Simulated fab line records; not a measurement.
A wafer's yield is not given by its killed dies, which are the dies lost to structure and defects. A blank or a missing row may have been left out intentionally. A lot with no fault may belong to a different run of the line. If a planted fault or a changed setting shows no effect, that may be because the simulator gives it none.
Chamber matching | flow n5Finfet | N5_BEOL_M8_CURE_74 on uvCure-03: 3 sister chambers
The step cures SiCOH lowk, time 240 s. 6 wafers are shown with their chamber, then 6 later ones without.

== WAFERS, EACH WITH ITS CHAMBER ==
wafer  | chamber | wafer_temp_C_max | lampPowerPct (%)
L358.1 | 1       | 387.4            | 52.27
L361.3 | 1       | 387.3            | 52.28
L365.3 | 2       | 387.3            | 52.34
L365.4 | 2       | 387.2            | 52.34
L367.2 | 0       | 388.3            | 52.30
L367.5 | 0       | 388.0            | 52.31

== WAFERS WITHOUT THEIR CHAMBER ==
wafer  | wafer_temp_C_max | lampPowerPct (%)
L372.2 | 387.4            | 52.34
L372.4 | 387.0            | 52.33
L372.6 | 387.1            | 52.21
L375.1 | 387.6            | 52.35
L375.2 | 387.2            | 52.28
L375.3 | 387.9            | 52.28

== THE CHAMBER EACH PASSED THROUGH ==
wafer  | from the rows above     | in truth
L372.2 | 2                       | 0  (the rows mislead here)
L372.4 | 2                       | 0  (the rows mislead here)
L372.6 | 1                       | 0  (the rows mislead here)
L375.1 | 2                       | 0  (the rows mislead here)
L375.2 | 1                       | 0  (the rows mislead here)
L375.3 | can't be placed: 1 or 0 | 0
Placed correctly: 0 of 6. Can't be placed from these rows: 1 (the true chamber is among the candidates in 1). Placed wrongly: 5.
How it was worked out, from the rows above alone: a wafer's distance from a chamber is the root of the sum, over the readings, of the square of ((its reading less the chamber's mean) divided by the reading's scatter). The wafer belongs to the nearest chamber; if the next one is less than 2 further off, it can't be placed. For every chamber, the mean is computed from those of its wafers that are shown. The scatter is the square root of a quotient: the sum, over the shown wafers, of each reading's squared deviation from its chamber's mean, divided by wafers minus chambers.
